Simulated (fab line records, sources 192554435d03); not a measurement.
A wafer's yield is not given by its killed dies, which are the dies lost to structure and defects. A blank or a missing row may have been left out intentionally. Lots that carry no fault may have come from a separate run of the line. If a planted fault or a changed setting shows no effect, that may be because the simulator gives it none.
Problem report, 8D (eight disciplines) form, completed by code    flow n5-finfet    the parts of the form that need people (team, actions taken, sign-off) are left out

## 1. THE ISSUE
Mean of rf-fwd-power-W at N5_FIN_SAQP_ETCH_69: 996.0 W across 6 wafers in 2 lots; on wafers with no fault it is 843.6 W (standard deviation 2.9). Measured from the usual mean, that is +53 standard deviations.
The step: etches SOC in N2/H2, stops on SiNx, target depth 150 nm.
Earliest sighting: wafer L196.1 on rie-diel-01 at day 5 02:13. The record has a number at this step for 24 wafers belonging to 8 lots. Rule for "out", or "out of limits": more than 4 standard deviations from the usual mean. All remaining wafers that have a number are taken as sound.

## 2. WHAT IT IS AND WHAT IT IS NOT
question                     is                        is not
which readings at this step  rf-fwd-power-W, rf-vpp-V  oes-product-au, showerhead-plenum-p-Torr, throttle-valve-pct
which lots                   L196, L197                L185, L187, L188, L199, L206, L207
which wafers of those lots   all that have a number    -
read on which tools          rie-diel-01               rie-diel-02, rie-diel-06
when                         from day 5 02:13          up to then (9 sound wafers); but 9 sound wafers of L199, L206, L207 came after

## 3. SUSPECTS, AND WHAT RULES EACH OUT
Counting: a tool at any process step up to the reading remains a suspect when it ran all the lots that are out and ran no sound lot after the first of those.
- rie-diel-01 at N5_FIN_SAQP_ETCH_69 (etches SOC in N2/H2, stops on SiNx, target depth 150 nm): kept. Every lot that is out went through it, starting with L196 (day 5 02:13), and after that it ran no sound lot; the last sound lot it ran before then is L187 (day 2 20:11). Its own rf-fwd-power-W, rf-vpp-V readings are out on those wafers.
Left after counting: rie-diel-01 at N5_FIN_SAQP_ETCH_69.

## 4. THE CAUSE (what the simulator had put in)
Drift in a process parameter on rie-diel-01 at N5_FIN_SAQP_ETCH_69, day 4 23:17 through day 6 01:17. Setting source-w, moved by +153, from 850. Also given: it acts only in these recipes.
The count eliminated every tool but this one.

## 5. THE CHAIN OF EFFECTS, in route order
Each row: a reading whose mean over the struck wafers that have a number lies more than 3 standard deviations from the usual. Scope: only readings with a usual standard deviation given in the record; hours: median across lots of the time from each lot's start at the first step in this table that gives one to its start at this step; sigmas: change in usual standard deviations.
hours  step                 reading         usual    on struck wafers  change  sigmas
0      N5_FIN_SAQP_ETCH_69  rf-fwd-power-W  843.6 W  996.0             +152.4  +53
0      N5_FIN_SAQP_ETCH_69  rf-vpp-V        240.7 V  227.2             -13.5   -9.6
Process steps it contains:
- N5_FIN_SAQP_ETCH_69: etches SOC in N2/H2, stops on SiNx, target depth 150 nm.
Later measuring or inspecting steps at which every struck wafer that the step has a row for has a number for every such reading, and none has moved that far: N5_BEOL_M4_RC_MEAS_101.

## 6. HOW IT WOULD HAVE BEEN CAUGHT EARLIER
In this record no reading fell out of limits until day 5 02:13, 3 hours after the fault had begun at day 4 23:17.
